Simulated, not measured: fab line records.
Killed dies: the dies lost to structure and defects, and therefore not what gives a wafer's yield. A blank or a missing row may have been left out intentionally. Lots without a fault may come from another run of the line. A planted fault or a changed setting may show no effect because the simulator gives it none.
Matching of chambers | flow nandHarc | NHARC_A_M0_ETCH_34 on rieDiel-11 has 4 sister chambers
The step etches the open film in N2/H2, target depth 40 nm, overetch 12 nm, time 43.94 s. 24 wafers are shown with their chamber, then 12 later ones without.

## WAFERS, EACH WITH ITS CHAMBER
wafer  | chamber | showerheadPlenumPTorr (Torr) | drypumpMotorCurrentA (A) | rfVppV (V)
L075.1 | 0       | 2.15                         | 6.5                      | 434.9
L075.2 | 1       | 1.95                         | 5.1                      | 428.7
L075.4 | 3       | 1.97                         | 5.3                      | 429.5
L076.2 | 0       | 2.15                         | 6.4                      | 434.9
L076.4 | 3       | 1.97                         | 5.4                      | 427.7
L076.5 | 2       | 1.92                         | 5.8                      | 425.8
L079.2 | 0       | 2.15                         | 6.5                      | 432.4
L079.4 | 2       | 1.92                         | 5.9                      | 426.7
L079.6 | 3       | 1.97                         | 5.4                      | 428.5
L085.3 | 0       | 2.15                         | 6.4                      | 433.9
L085.4 | 2       | 1.92                         | 5.8                      | 427.6
L085.6 | 2       | 1.92                         | 5.8                      | 427.4
L084.1 | 1       | 1.95                         | 5.1                      | 427.3
L084.2 | 3       | 1.97                         | 5.4                      | 429.3
L084.4 | 2       | 1.92                         | 5.9                      | 426.2
L087.2 | 3       | 1.96                         | 5.4                      | 428.4
L087.3 | 2       | 1.92                         | 5.8                      | 426.8
L087.6 | 2       | 1.92                         | 5.9                      | 427.5
L093.1 | 1       | 1.95                         | 5.1                      | 429.0
L093.2 | 0       | 2.15                         | 6.4                      | 435.1
L093.4 | 3       | 1.96                         | 5.4                      | 427.3
L092.2 | 3       | 1.96                         | 5.4                      | 429.2
L092.3 | 1       | 1.95                         | 5.1                      | 427.9
L092.5 | 0       | 2.15                         | 6.4                      | 433.0

SIGNATURES (means of the wafers above)
reading               | chamber 0 | chamber 1 | chamber 2 | chamber 3 | scatter within a chamber
showerheadPlenumPTorr | 2.1500    | 1.9500    | 1.9200    | 1.9657    | 0.00293
drypumpMotorCurrentA  | 6.433     | 5.100     | 5.843     | 5.386     | 0.0442
rfVppV                | 434.033   | 428.225   | 426.857   | 428.557   | 0.872
Rule: distance of a wafer from a chamber = root of the sum over the readings of ((wafer's reading minus chamber's mean) / reading's scatter) squared. The wafer belongs to the nearest chamber; if the next one is less than 2 further off, it can't be placed. The scatter: take each reading less its chamber's mean, square it, sum over the shown wafers, divide by the number of wafers less the number of chambers, and take the root.

## WAFERS WHOSE CHAMBER IS MISSING
wafer  | showerheadPlenumPTorr (Torr) | drypumpMotorCurrentA (A) | rfVppV (V)
L094.2 | 2.15                         | 6.4                      | 434.6
L094.5 | 1.95                         | 5.1                      | 429.2
L094.6 | 2.15                         | 6.4                      | 433.2
L095.3 | 1.96                         | 5.4                      | 428.7
L095.5 | 1.95                         | 5.1                      | 427.0
L095.6 | 1.91                         | 5.9                      | 426.5
L096.4 | 1.95                         | 5.1                      | 428.8
L096.5 | 1.91                         | 5.9                      | 426.2
L096.6 | 1.96                         | 5.3                      | 429.0
L097.3 | 1.95                         | 5.1                      | 429.4
L097.5 | 2.14                         | 6.4                      | 433.8
L097.6 | 1.96                         | 5.3                      | 428.2

## THE CHAMBER EACH PASSED THROUGH
wafer  | from the rows above | in truth
L094.2 | 0                   | 0
L094.5 | 1                   | 1
L094.6 | 0                   | 0
L095.3 | 3                   | 3
L095.5 | 1                   | 1
L095.6 | 2                   | 2
L096.4 | 1                   | 1
L096.5 | 2                   | 2
L096.6 | 3                   | 3
L097.3 | 1                   | 1
L097.5 | 0                   | 0
L097.6 | 3                   | 3
12 of 12 placed correctly. Can't be placed from these rows: 0. Placed wrongly: 0.
